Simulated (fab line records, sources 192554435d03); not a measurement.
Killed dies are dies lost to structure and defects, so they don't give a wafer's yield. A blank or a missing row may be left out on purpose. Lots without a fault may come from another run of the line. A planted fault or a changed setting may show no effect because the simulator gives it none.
Chamber matching | flow n5_finfet | N5_FIN_SAQP_SPACER2_ALD_28 on ald_sin-03: 4 sister chambers
The step deposits SiO2, target thk 8.1 nm, pulse time 1 s, purge time 2 s. 8 wafers are shown with their chamber, then 12 later ones without.

WAFERS WITH THEIR CHAMBER
wafer  | chamber | heater_power_w (W) | precursor_pulse_height_rel
L082.4 | 3       | 522                | 1.005
L088.2 | 3       | 520                | 0.933
L088.5 | 0       | 544                | 1.001
L089.4 | 0       | 543                | 0.976
L089.5 | 1       | 447                | 0.998
L090.1 | 2       | 499                | 0.991
L090.3 | 1       | 451                | 0.989
L090.5 | 2       | 503                | 0.993

WAFERS WITHOUT THEIR CHAMBER
wafer  | heater_power_w (W) | precursor_pulse_height_rel
L091.3 | 505                | 1.027
L091.5 | 449                | 0.998
L091.6 | 487                | 1.022
L092.2 | 556                | 0.992
L092.3 | 444                | 0.995
L092.6 | 454                | 0.996
L095.1 | 526                | 0.980
L095.4 | 464                | 1.022
L095.5 | 496                | 1.027
L096.1 | 484                | 0.989
L096.2 | 446                | 1.021
L096.5 | 524                | 1.007

WHICH CHAMBER EACH WENT THROUGH
wafer  | from the rows above | in truth
L091.3 | 2                   | 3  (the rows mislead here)
L091.5 | 1                   | 1
L091.6 | 2                   | 2
L092.2 | 0                   | 0
L092.3 | 1                   | 1
L092.6 | 1                   | 1
L095.1 | 3                   | 3
L095.4 | 1                   | 1
L095.5 | 2                   | 2
L096.1 | 2                   | 2
L096.2 | 1                   | 1
L096.5 | 3                   | 3
Placed correctly: 11 of 12. Can't be placed from these rows: 0. Placed wrongly: 1.
How it was worked out, from the rows above alone: a wafer's distance from a chamber is the root of the sum, over the readings, of the square of ((its reading less the chamber's mean) divided by the reading's scatter). The wafer belongs to the nearest chamber; if the next one is less than 2 further off, it can't be placed. A chamber's mean is the mean of its shown wafers. The scatter: the root of (the sum of the squares of (reading less its chamber's mean) over the shown wafers, divided by (wafers less chambers)).
